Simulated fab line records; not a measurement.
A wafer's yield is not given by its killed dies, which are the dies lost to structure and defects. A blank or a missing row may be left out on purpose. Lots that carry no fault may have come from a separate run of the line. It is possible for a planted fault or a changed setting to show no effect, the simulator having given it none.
Which tool did it? :: flow nandHarc :: Sampling: 6 lots, 18 wafers, 2 of 1159 route steps

## WHAT THE GAUGES SHOWED, per wafer
NHARC_A_BLC_INSPECT_28.
lot: L127
measured: day 18 13:22
on: defectInspect-01
rawDefectCount: 395 392 416

lot: L126
measured: day 18 23:42
on: defectInspect-02
rawDefectCount: 334 522 365

lot: L130
measured: day 20 02:44
on: defectInspect-02
rawDefectCount: 6564 6680 6649

lot: L142
measured: day 21 21:13
on: defectInspect-02
rawDefectCount: 394 308 271

lot: L141
measured: day 22 04:44
on: defectInspect-01
rawDefectCount: 579 389 384

lot: L145
measured: day 22 14:08
on: defectInspect-02
rawDefectCount: 429 310 431

## WHICH TOOL RAN EACH LOT (tool, then ch and the chambers of the sampled wafers, then the start)
lot: L127
NHARC_A_BLC_CMP_25: cmp-02 ch 1,3, day 18 12:58

lot: L126
NHARC_A_BLC_CMP_25: cmp-04 ch 0,1, day 18 23:17

lot: L130
NHARC_A_BLC_CMP_25: cmp-04 ch 1,3, day 20 02:19

lot: L142
NHARC_A_BLC_CMP_25: cmp-02 ch 0,2,3, day 21 20:53

lot: L141
NHARC_A_BLC_CMP_25: cmp-04 ch 1,2,3, day 22 04:20

lot: L145
NHARC_A_BLC_CMP_25: cmp-04 ch 1,2,3, day 22 13:46
- NHARC_A_BLC_CMP_25: polishes, t overpolish 30 s, target thk 150 nm.

## THE ANSWER, worked out from the rows above alone
Rule: the lots themselves supply what counts as usual. Put in order of their means at a reading, lots are off if they are a third of the lots or fewer, leave a main group of 4 or more, and stand apart from it by a gap of 3 or more times the standard deviation of the main group's means; of several such gaps the widest counts. If all means in a main group match to the digits the tables above print for the reading, that group is not used. Also off: a lot with no number at a reading for which 4 or more lots have one. The other lots that the step has rows for count as sound.
Off: L130 (NHARC_A_BLC_INSPECT_28, rawDefectCount). The main group: mean 395, standard deviation 41.
If a tool, at a process step before that reading, ran all the lots that are off and no sound lot after the first of them, it fits. Gauges at NHARC_A_BLC_INSPECT_28: tried the same way as those tools. None of those tried fits.

## WHAT HAD BEEN PUT IN BY THE SIMULATOR
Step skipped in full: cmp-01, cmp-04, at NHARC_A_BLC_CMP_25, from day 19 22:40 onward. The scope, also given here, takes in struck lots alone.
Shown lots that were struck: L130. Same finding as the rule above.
